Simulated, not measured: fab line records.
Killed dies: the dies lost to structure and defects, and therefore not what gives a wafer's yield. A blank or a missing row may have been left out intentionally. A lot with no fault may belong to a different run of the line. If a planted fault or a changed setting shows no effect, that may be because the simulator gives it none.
Chamber matching / flow n5 finfet / N5_BEOL_M7_VIA_ETCH_34 on rie diel-03: 4 sister chambers
The step etches SiCOH lowk in C4F6/O2, target depth 125.5 nm, time 50.5 s. 16 wafers are shown with their chamber, then 8 later ones without.

WAFERS WITH THEIR CHAMBER
wafer=L075.2; chamber=0; showerhead plenum p Torr (Torr)=2.72; throttle valve pct (%)=21.04; rf vpp V (V)=666
wafer=L075.4; chamber=2; showerhead plenum p Torr (Torr)=2.73; throttle valve pct (%)=20.90; rf vpp V (V)=662
wafer=L075.6; chamber=1; showerhead plenum p Torr (Torr)=2.92; throttle valve pct (%)=20.66; rf vpp V (V)=669
wafer=L076.1; chamber=3; showerhead plenum p Torr (Torr)=2.75; throttle valve pct (%)=20.91; rf vpp V (V)=651
wafer=L076.2; chamber=0; showerhead plenum p Torr (Torr)=2.72; throttle valve pct (%)=21.02; rf vpp V (V)=666
wafer=L076.4; chamber=1; showerhead plenum p Torr (Torr)=2.92; throttle valve pct (%)=20.68; rf vpp V (V)=669
wafer=L082.2; chamber=1; showerhead plenum p Torr (Torr)=2.92; throttle valve pct (%)=20.69; rf vpp V (V)=668
wafer=L082.4; chamber=2; showerhead plenum p Torr (Torr)=2.73; throttle valve pct (%)=20.91; rf vpp V (V)=659
wafer=L082.6; chamber=3; showerhead plenum p Torr (Torr)=2.75; throttle valve pct (%)=20.93; rf vpp V (V)=653
wafer=L086.2; chamber=0; showerhead plenum p Torr (Torr)=2.71; throttle valve pct (%)=21.04; rf vpp V (V)=666
wafer=L086.3; chamber=1; showerhead plenum p Torr (Torr)=2.91; throttle valve pct (%)=20.68; rf vpp V (V)=668
wafer=L086.6; chamber=1; showerhead plenum p Torr (Torr)=2.91; throttle valve pct (%)=20.69; rf vpp V (V)=669
wafer=L087.1; chamber=1; showerhead plenum p Torr (Torr)=2.91; throttle valve pct (%)=20.69; rf vpp V (V)=669
wafer=L087.3; chamber=2; showerhead plenum p Torr (Torr)=2.72; throttle valve pct (%)=20.94; rf vpp V (V)=661
wafer=L087.6; chamber=2; showerhead plenum p Torr (Torr)=2.72; throttle valve pct (%)=20.94; rf vpp V (V)=659
wafer=L088.1; chamber=2; showerhead plenum p Torr (Torr)=2.72; throttle valve pct (%)=20.95; rf vpp V (V)=660

SIGNATURES (means of the wafers above)
reading=showerhead plenum p Torr; chamber 0=2.7167; chamber 1=2.9150; chamber 2=2.7240; chamber 3=2.7500; scatter within a chamber=0.0053
reading=throttle valve pct; chamber 0=21.0333; chamber 1=20.6817; chamber 2=20.9280; chamber 3=20.9200; scatter within a chamber=0.0159
reading=rf vpp V; chamber 0=666.00; chamber 1=668.67; chamber 2=660.20; chamber 3=652.00; scatter within a chamber=0.919
Rule: a wafer lies at a distance from a chamber equal to the root of the sum of squares, over the readings, of (its reading less the chamber's mean, divided by the reading's scatter). If the next closest chamber is less than 2 further off than the closest, the wafer can't be placed; otherwise it belongs to the closest. How the scatter is found: for the shown wafers, subtract from each reading the mean of its chamber, square and add these, divide the total by (wafers less chambers), then take the root.

WAFERS WHOSE CHAMBER IS MISSING
wafer=L088.4; showerhead plenum p Torr (Torr)=2.74; throttle valve pct (%)=20.94; rf vpp V (V)=652
wafer=L088.6; showerhead plenum p Torr (Torr)=2.71; throttle valve pct (%)=21.09; rf vpp V (V)=664
wafer=L094.1; showerhead plenum p Torr (Torr)=2.90; throttle valve pct (%)=20.70; rf vpp V (V)=669
wafer=L094.5; showerhead plenum p Torr (Torr)=2.72; throttle valve pct (%)=20.94; rf vpp V (V)=660
wafer=L094.6; showerhead plenum p Torr (Torr)=2.90; throttle valve pct (%)=20.72; rf vpp V (V)=668
wafer=L095.3; showerhead plenum p Torr (Torr)=2.90; throttle valve pct (%)=20.71; rf vpp V (V)=669
wafer=L095.4; showerhead plenum p Torr (Torr)=2.74; throttle valve pct (%)=20.96; rf vpp V (V)=652
wafer=L095.6; showerhead plenum p Torr (Torr)=2.74; throttle valve pct (%)=20.94; rf vpp V (V)=651

WHICH CHAMBER EACH WENT THROUGH
wafer=L088.4; from the rows above=3; in truth=3
wafer=L088.6; from the rows above=0; in truth=0
wafer=L094.1; from the rows above=1; in truth=1
wafer=L094.5; from the rows above=2; in truth=2
wafer=L094.6; from the rows above=1; in truth=1
wafer=L095.3; from the rows above=1; in truth=1
wafer=L095.4; from the rows above=3; in truth=3
wafer=L095.6; from the rows above=3; in truth=3
Correct placement for 8 of the 8. From these rows, 0 cannot be placed. Number placed wrongly: 0.
